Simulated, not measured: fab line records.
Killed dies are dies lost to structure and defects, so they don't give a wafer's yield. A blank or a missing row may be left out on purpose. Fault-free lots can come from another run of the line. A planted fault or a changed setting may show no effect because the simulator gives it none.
Split-lot study :: flow n5-finfet :: 21 wafers read from 7 lots, route of 1938 steps

== SPLIT DETAILS ==
At N5_MOL_CONTACT_COAG_ALD_123 (deposits SiNx, target thk 5 nm, pulse time 1 s, purge time 2 s), the setting ald-cycles was moved away from the recipe's 100 on 8 of the 21 wafers read, by -16.0% to +13.0%. For the rest of the wafers, this setting stayed at what the recipe calls for.

The split's own step is where the reading is taken.

== THE READING ==
SiNx_of_MOL_CONTACT_COAG_ALD_123.thk-nm (the simulator's own value, which no gauge read), in nm, at N5_MOL_CONTACT_COAG_ALD_123 (deposits SiNx, target thk 5 nm, pulse time 1 s, purge time 2 s). There is no usual value for it anywhere in the file.

wafer: L076.3
tool, chamber at the split: ald-sin-03, 2,0
ald-cycles as run: 84
against the recipe: -16.0%
SiNx_of_MOL_CONTACT_COAG_ALD_123.thk-nm, nm: 4.2
against lot-mates on the recipe: -0.8

wafer: L076.5
tool, chamber at the split: ald-sin-03, 2,0
ald-cycles as run: 84
against the recipe: -16.0%
SiNx_of_MOL_CONTACT_COAG_ALD_123.thk-nm, nm: 4.2
against lot-mates on the recipe: -0.8

wafer: L076.4
tool, chamber at the split: ald-sin-03, 3
ald-cycles as run: 100
against the recipe: recipe
SiNx_of_MOL_CONTACT_COAG_ALD_123.thk-nm, nm: 5
against lot-mates on the recipe: -

wafer: L077.4
tool, chamber at the split: ald-sin-03, 0,3,2
ald-cycles as run: 100
against the recipe: recipe
SiNx_of_MOL_CONTACT_COAG_ALD_123.thk-nm, nm: 5
against lot-mates on the recipe: -

wafer: L077.5
tool, chamber at the split: ald-sin-03, 0,3,2
ald-cycles as run: 100
against the recipe: recipe
SiNx_of_MOL_CONTACT_COAG_ALD_123.thk-nm, nm: 5
against lot-mates on the recipe: -

wafer: L077.6
tool, chamber at the split: ald-sin-03, 0,3,2
ald-cycles as run: 100
against the recipe: recipe
SiNx_of_MOL_CONTACT_COAG_ALD_123.thk-nm, nm: 5
against lot-mates on the recipe: -

wafer: L083.1
tool, chamber at the split: ald-sin-01, 1,3
ald-cycles as run: 100
against the recipe: recipe
SiNx_of_MOL_CONTACT_COAG_ALD_123.thk-nm, nm: 5
against lot-mates on the recipe: -

wafer: L083.6
tool, chamber at the split: ald-sin-01, 1,3
ald-cycles as run: 100
against the recipe: recipe
SiNx_of_MOL_CONTACT_COAG_ALD_123.thk-nm, nm: 5
against lot-mates on the recipe: -

wafer: L083.5
tool, chamber at the split: ald-sin-01, 2
ald-cycles as run: 94
against the recipe: -6.0%
SiNx_of_MOL_CONTACT_COAG_ALD_123.thk-nm, nm: 4.8
against lot-mates on the recipe: -0.2

wafer: L085.1
tool, chamber at the split: ald-sin-01, 2
ald-cycles as run: 105
against the recipe: +5.0%
SiNx_of_MOL_CONTACT_COAG_ALD_123.thk-nm, nm: 5.2
against lot-mates on the recipe: +0.2

wafer: L085.2
tool, chamber at the split: ald-sin-01, 3,1
ald-cycles as run: 100
against the recipe: recipe
SiNx_of_MOL_CONTACT_COAG_ALD_123.thk-nm, nm: 5
against lot-mates on the recipe: -

wafer: L085.4
tool, chamber at the split: ald-sin-01, 3,1
ald-cycles as run: 100
against the recipe: recipe
SiNx_of_MOL_CONTACT_COAG_ALD_123.thk-nm, nm: 5
against lot-mates on the recipe: -

wafer: L088.1
tool, chamber at the split: ald-sin-01, 1,0
ald-cycles as run: 109
against the recipe: +9.0%
SiNx_of_MOL_CONTACT_COAG_ALD_123.thk-nm, nm: 5.4
against lot-mates on the recipe: +0.4

wafer: L088.3
tool, chamber at the split: ald-sin-01, 1,0
ald-cycles as run: 109
against the recipe: +9.0%
SiNx_of_MOL_CONTACT_COAG_ALD_123.thk-nm, nm: 5.4
against lot-mates on the recipe: +0.4

wafer: L088.2
tool, chamber at the split: ald-sin-01, 3
ald-cycles as run: 100
against the recipe: recipe
SiNx_of_MOL_CONTACT_COAG_ALD_123.thk-nm, nm: 5
against lot-mates on the recipe: -

wafer: L090.1
tool, chamber at the split: ald-sin-03, 1
ald-cycles as run: 106
against the recipe: +6.0%
SiNx_of_MOL_CONTACT_COAG_ALD_123.thk-nm, nm: 5.2
against lot-mates on the recipe: +0.2

wafer: L090.2
tool, chamber at the split: ald-sin-03, 2,0
ald-cycles as run: 100
against the recipe: recipe
SiNx_of_MOL_CONTACT_COAG_ALD_123.thk-nm, nm: 5
against lot-mates on the recipe: -

wafer: L090.3
tool, chamber at the split: ald-sin-03, 2,0
ald-cycles as run: 100
against the recipe: recipe
SiNx_of_MOL_CONTACT_COAG_ALD_123.thk-nm, nm: 5
against lot-mates on the recipe: -

wafer: L092.1
tool, chamber at the split: ald-sin-04, 2,0
ald-cycles as run: 100
against the recipe: recipe
SiNx_of_MOL_CONTACT_COAG_ALD_123.thk-nm, nm: 5
against lot-mates on the recipe: -

wafer: L092.2
tool, chamber at the split: ald-sin-04, 2,0
ald-cycles as run: 100
against the recipe: recipe
SiNx_of_MOL_CONTACT_COAG_ALD_123.thk-nm, nm: 5
against lot-mates on the recipe: -

wafer: L092.6
tool, chamber at the split: ald-sin-04, 1
ald-cycles as run: 113
against the recipe: +13.0%
SiNx_of_MOL_CONTACT_COAG_ALD_123.thk-nm, nm: 5.6
against lot-mates on the recipe: +0.6
Where a row lists several chambers, the file gives one row for several wafers and doesn't say which wafer went through which chamber.

THE FIT
A straight line over all 21 wafers: SiNx_of_MOL_CONTACT_COAG_ALD_123.thk-nm changes by +0.0468 nm for each +1% of ald-cycles; r = +1.00; the points scatter about the line by 0.031 nm.
The same after taking each lot's own level away (the mean of its wafers on the recipe; 21 wafers): +0.0468 nm for each +1%; r = +1.00; scatter 0.031 nm.
Per that fit: largest ald-cycles move, reading shift of 0.75 nm.
The lots' own levels span 5.00 to 5.00 nm.
Hence the lot-to-lot level has little effect on the slope; both slopes agree.
Check: -0.738 nm against its lot-mates is what the line predicts for one of the wafers moved furthest among these (-16.0%) when that wafer is left out of the fit. It came out at -0.8 nm against them.

== FURTHER SPLITS ON THESE WAFERS ==
Note: prior to the reading, these wafers also went through further splits. Each is held against what the fit with the lots' levels taken away leaves over:
other split on the same wafers: N5_WELL_APT_PEB_06 peb-time-s
wafers away from the commonest value: 6
r with SiNx_of_MOL_CONTACT_COAG_ALD_123.thk-nm (lot level and that fit taken away): -0.26

other split on the same wafers: N5_WELL_APT_DEVELOP_07 develop-time-s
wafers away from the commonest value: 5
r with SiNx_of_MOL_CONTACT_COAG_ALD_123.thk-nm (lot level and that fit taken away): +0.36

other split on the same wafers: N5_FIN_SAQP_PECVD_47 time-s
wafers away from the commonest value: 8
r with SiNx_of_MOL_CONTACT_COAG_ALD_123.thk-nm (lot level and that fit taken away): -0.36

other split on the same wafers: N5_FIN_SAQP_EXPOSE_13 dose-mj
wafers away from the commonest value: 9
r with SiNx_of_MOL_CONTACT_COAG_ALD_123.thk-nm (lot level and that fit taken away): -0.12

other split on the same wafers: N5_SD_EPI_N_ETCH_45 target-depth-a
wafers away from the commonest value: 10
r with SiNx_of_MOL_CONTACT_COAG_ALD_123.thk-nm (lot level and that fit taken away): +0.03

other split on the same wafers: N5_SD_EPI_P_EPI_21 epi-growth-time-s
wafers away from the commonest value: 7
r with SiNx_of_MOL_CONTACT_COAG_ALD_123.thk-nm (lot level and that fit taken away): -0.17

other split on the same wafers: N5_SD_ACTIVATION_LSA_01 temp-c
wafers away from the commonest value: 6
r with SiNx_of_MOL_CONTACT_COAG_ALD_123.thk-nm (lot level and that fit taken away): -0.50

other split on the same wafers: N5_HKMG_FIN_ETCH_55 bias-w
wafers away from the commonest value: 10
r with SiNx_of_MOL_CONTACT_COAG_ALD_123.thk-nm (lot level and that fit taken away): +0.08

other split on the same wafers: N5_HKMG_FIN_ETCH_58 source-w
wafers away from the commonest value: 6
r with SiNx_of_MOL_CONTACT_COAG_ALD_123.thk-nm (lot level and that fit taken away): -0.29

== FILE'S OWN FIT ==
SiNx_of_MOL_CONTACT_COAG_ALD_123.thk-nm changes by +0.0458 nm for each +1% of ald-cycles, r = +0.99.
